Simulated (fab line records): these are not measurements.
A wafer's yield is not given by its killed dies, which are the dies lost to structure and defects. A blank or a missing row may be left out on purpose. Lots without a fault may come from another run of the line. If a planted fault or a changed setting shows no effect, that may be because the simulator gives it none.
Matching of chambers ; flow nand_harc ; NHARC_A_CHANNEL_HOLE_D1_DEP_01 on pecvd-01: 3 sister chambers
The step deposits SiON, target thk 140 nm. 6 wafers are shown with their chamber, then 8 later ones without.

## EACH WAFER AND ITS CHAMBER
wafer;chamber;heater_power_w (W)
L678.1;0;775
L678.3;1;809
L679.1;2;793
L679.3;0;705
L679.5;1;772
L682.1;2;773

## WAFERS WITHOUT THEIR CHAMBER
wafer;heater_power_w (W)
L682.3;809
L682.4;812
L689.1;841
L689.2;760
L689.6;849
L694.1;866
L694.2;744
L694.4;752

## THE CHAMBER EACH PASSED THROUGH
wafer;from the rows above;in truth
L682.3;can't be placed: 1 or 2 or 0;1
L682.4;can't be placed: 1 or 2 or 0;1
L689.1;can't be placed: 1 or 2 or 0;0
L689.2;can't be placed: 0 or 2 or 1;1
L689.6;can't be placed: 1 or 2 or 0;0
L694.1;can't be placed: 1 or 2 or 0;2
L694.2;can't be placed: 0 or 2 or 1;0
L694.4;can't be placed: 0 or 2 or 1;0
Placed correctly: 0 of 8. Can't be placed from these rows: 8 (the true chamber is among the candidates in 8). Wrongly placed: 0.
How it was worked out, from the rows above alone: a wafer's distance from a chamber is the root of the sum, over the readings, of the square of ((its reading less the chamber's mean) divided by the reading's scatter). If the next closest chamber is less than 2 further off than the closest, the wafer can't be placed; otherwise it belongs to the closest. Each chamber's mean is taken over the wafers shown for it. The scatter is the square root of a quotient: the sum, over the shown wafers, of each reading's squared deviation from its chamber's mean, divided by wafers minus chambers.
